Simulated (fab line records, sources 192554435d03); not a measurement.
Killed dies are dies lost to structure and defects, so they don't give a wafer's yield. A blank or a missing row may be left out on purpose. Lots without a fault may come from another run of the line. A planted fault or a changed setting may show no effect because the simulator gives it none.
A struck lot beside a sound one | flow n5_finfet | 15 steps out of a route of 1938
Sound: wafers L730.2, L730.4, L730.5. Struck: wafer L735.3. (L735.1, L735.6 of the same lot were not struck and are left out.) The cause comes at the end.
At each step with rows: each side's tool, then ch and its chambers, then its first start. Under that, the readings that differ: sound wafers | struck wafers | difference of the means | sigmas: that difference in standard deviations of wafers without a fault.
alike: readings whose means differ by less than 2 such deviations, and words and numbers that are the same on both sides. not compared: withheld readings, readings that some wafer has no value for, bounds like >300 that may hide the same value, and numbers for which the record gives no deviation and whose values overlap.
The two part at a step that has a row with sigmas, a row that says differs or no value, or rows on one side only. Numbers that don't overlap but have no deviation are shown without sigmas and don't part them. A reading that every wafer of one side lacks parts them only if that side has two wafers or more.

N5_BEOL_M12_TRENCH_ETCH_34: etches SiOC in C4F8/O2/Ar, target depth 318.95 nm, time 125.5 s.
  sound on rie_diel-01 ch 0,1,3, day 12 22:19; struck on rie_diel-05 ch 2, day 14 12:43
  reading                | sound             | struck | difference | sigmas
  throttle_valve_pct (%) | 23.60 23.91 24.10 | 24.41  | +0.54      | +2
  alike: O2_flow_sccm, chamber_pressure_mTorr, drypump_motor_current_A, oes_product_au, rf_vpp_V, showerhead_plenum_p_Torr
  not compared: rf_hours_counter_h
then, 1 step without rows for these wafers: N5_BEOL_M12_STRIP_70 (strips in C4F8/O2/Ar).
N5_BEOL_M12_OCD_MEAS_35:
  sound on ocd-02, day 12 22:28; struck on ocd-02, day 14 12:53
  alike: trench_depth_nm
then, 1 step without rows for these wafers: N5_BEOL_M12_STRIP_37 (strips in N2/H2).
N5_BEOL_M12_ETCH_38: etches SiCN in CF4/N2, target depth 68.7 nm, time 73.4 s.
  sound on rie_diel-03 ch 1,3, day 13 00:41; struck on rie_diel-03 ch 0, day 14 14:27
  alike: chamber_pressure_mTorr, drypump_motor_current_A, n2_flow_sccm, oes_product_au, rf_vpp_V, showerhead_plenum_p_Torr, throttle_valve_pct
  not compared: rf_hours_counter_h
then, 2 steps without rows for these wafers: N5_BEOL_M12_PRECLEAN_39 (cleans in residue remover, time 60 s); N5_BEOL_M12_SRD_40 (time 30 s, dry time 30 s).
N5_BEOL_M12_DEGAS_41: time 60 s.
  sound on pvd_sputter-01, day 13 01:41; struck on pvd_sputter-01, day 14 14:55
  alike: heater_power_w
then, 2 steps without rows for these wafers: N5_BEOL_M12_PRE_CLEAN_42 (time 30 s); N5_BEOL_M12_SPUTTER_43 (material TaN, target thk 15 nm, time 24.19 s).
N5_BEOL_M12_SPUTTER_44: material Ta, target thk 10 nm, time 16.13 s.
  sound on pvd_sputter-01, day 13 01:51; struck on pvd_sputter-01, day 14 15:05
  reading                | sound             | struck | difference | sigmas
  cathode_dc_power_W (W) | 15002 14998 14995 | 15005  | +7         | +2
  alike: bias_v, throttle_valve_pct
N5_BEOL_M12_SPUTTER_45: material Cu, target thk 80 nm, time 13.33 s.
  sound on pvd_sputter-01, day 13 01:56; struck on pvd_sputter-01, day 14 15:10
  alike: bias_v, cathode_dc_power_W, throttle_valve_pct
N5_BEOL_M12_ECD_47: material Cu, target thk 720 nm.
  sound on ecd_cu-01 ch 0,1, day 13 02:03; struck on ecd_cu-02 ch 0, day 14 15:16
  reading                                 | sound           | struck | difference | sigmas
  model.Cu_of_BEOL_M12_ECD_47.thk_nm (nm) | 714 712.4 725.2 | 1166   | +449       |
then, 2 steps without rows for these wafers: N5_BEOL_M12_ANNEAL_48 (time 90 s); N5_PASSIVATION_PROBE_49.

WHERE THEY PART
First at N5_BEOL_M12_TRENCH_ETCH_34; last, within this record, at N5_BEOL_M12_SPUTTER_44. Later steps at which nothing parts them and some readings are alike: N5_BEOL_M12_SPUTTER_45.

WHY: what the simulator had put in
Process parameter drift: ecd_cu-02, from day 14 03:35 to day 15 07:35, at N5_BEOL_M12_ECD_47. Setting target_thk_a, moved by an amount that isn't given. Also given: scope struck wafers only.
